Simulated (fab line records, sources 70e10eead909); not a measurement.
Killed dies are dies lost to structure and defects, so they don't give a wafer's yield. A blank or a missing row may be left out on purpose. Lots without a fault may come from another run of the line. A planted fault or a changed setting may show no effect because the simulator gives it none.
One fault seen from 2 desks | flow nand_harc | each desk has only its own numbers; what lay behind them comes last

THE TOOL OWNER'S DESK: pecvd-02
The tool's own readings at NHARC_A_M0_DEP_32 (deposits SiCN, target thk 30 nm): means of the sampled wafers that have a number, for each lot that ran on this tool. A lot is out of limits, marked OUT, if its mean lies more than 4 standard deviations from the usual mean; the brackets give that distance.
Columns: A = heater_power_w at NHARC_A_M0_DEP_32, usual 612 W
lot  | first seen here | A
L753 | day 18 00:10    | 530
L756 | day 19 00:44    | 545
L757 | day 19 16:48    | 624
L766 | day 22 02:37    | 540
L770 | day 23 06:55    | 530
L772 | day 24 00:52    | 564
This desk's finding: nothing out of limits on any of the 6 lots.

THE DEFECT DESK
What the inspections along the route counted, lot by lot: means of the sampled wafers that have a number. A lot is out of limits, marked OUT, if its mean lies more than 4 standard deviations from the usual mean; the brackets give that distance.
Columns: A = raw_defect_count at NHARC_A_M1_INSPECT_11, usual 33
lot  | first seen here | A
L753 | day 18 01:29    | 37
L749 | day 18 04:02    | 10
L756 | day 19 01:52    | 561 (+38) OUT
L757 | day 19 18:12    | 555 (+37) OUT
L763 | day 21 00:31    | 40
L766 | day 22 03:50    | 41
L768 | day 22 09:04    | 61
L771 | day 22 22:41    | 28
L769 | day 23 04:31    | 60
L770 | day 23 08:14    | 44
L772 | day 24 02:14    | 22
This desk's finding: out of limits on L756, L757; first on L756, day 19 01:52 (raw_defect_count at NHARC_A_M1_INSPECT_11). In limits: L753, L749, L763, L766, L768, L771, L769, L770, L772.

PUT TOGETHER
The defect desk could have raised an alarm at day 19 01:52, on L756, L757.
The tool owner's desk saw nothing out of limits.
The tool owner's desk has L756, L757 on record, within its limits.
Of the lots named, all ran NHARC_A_M0_DEP_32 on pecvd-02.

WHAT THE SIMULATOR HAD PUT IN
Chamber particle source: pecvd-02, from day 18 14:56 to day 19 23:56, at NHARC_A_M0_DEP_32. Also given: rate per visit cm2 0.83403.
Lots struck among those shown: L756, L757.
Hours from the fault's start to each desk's first reading out of limits: the defect desk, 11.
